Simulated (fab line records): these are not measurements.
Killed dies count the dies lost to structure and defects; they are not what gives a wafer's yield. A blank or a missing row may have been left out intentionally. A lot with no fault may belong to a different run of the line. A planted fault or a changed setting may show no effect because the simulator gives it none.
Chamber matching | flow n5 finfet | 4 sister chambers for N5_BEOL_M6_ETCH_66 on rie diel-05
The step etches SOC in N2/H2, target depth 80 nm, overetch 16 nm, time 120 s. 4 wafers are shown with their chamber, then 8 later ones without.

WAFERS WITH THEIR CHAMBER
wafer  | chamber | showerhead plenum p Torr (Torr)
L081.5 | 0       | 2.59
L089.3 | 2       | 2.57
L089.6 | 3       | 2.46
L094.2 | 1       | 2.61

WAFERS WITH NO CHAMBER GIVEN
wafer  | showerhead plenum p Torr (Torr)
L094.5 | 2.61
L094.6 | 2.56
L093.1 | 2.56
L093.2 | 2.61
L093.6 | 2.45
L096.1 | 2.45
L096.2 | 2.56
L096.6 | 2.61

WHICH CHAMBER EACH WENT THROUGH
wafer  | from the rows above | in truth
L094.5 | 1                   | 1
L094.6 | 2                   | 2
L093.1 | 2                   | 2
L093.2 | 1                   | 1
L093.6 | 3                   | 3
L096.1 | 3                   | 3
L096.2 | 2                   | 2
L096.6 | 1                   | 1
Correctly placed: 8 of 8. Not placeable from these rows: 0. Wrongly placed: 0.
How it was worked out, from the rows above alone: a wafer's distance from a chamber is the root of the sum, over the readings, of the square of ((its reading less the chamber's mean) divided by the reading's scatter). The wafer belongs to the nearest chamber; if the next one is less than 2 further off, it can't be placed. For every chamber, the mean is computed from those of its wafers that are shown. The scatter: root of mean squared gap, hidden wafer to nearest shown wafer, with one shown wafer a chamber.
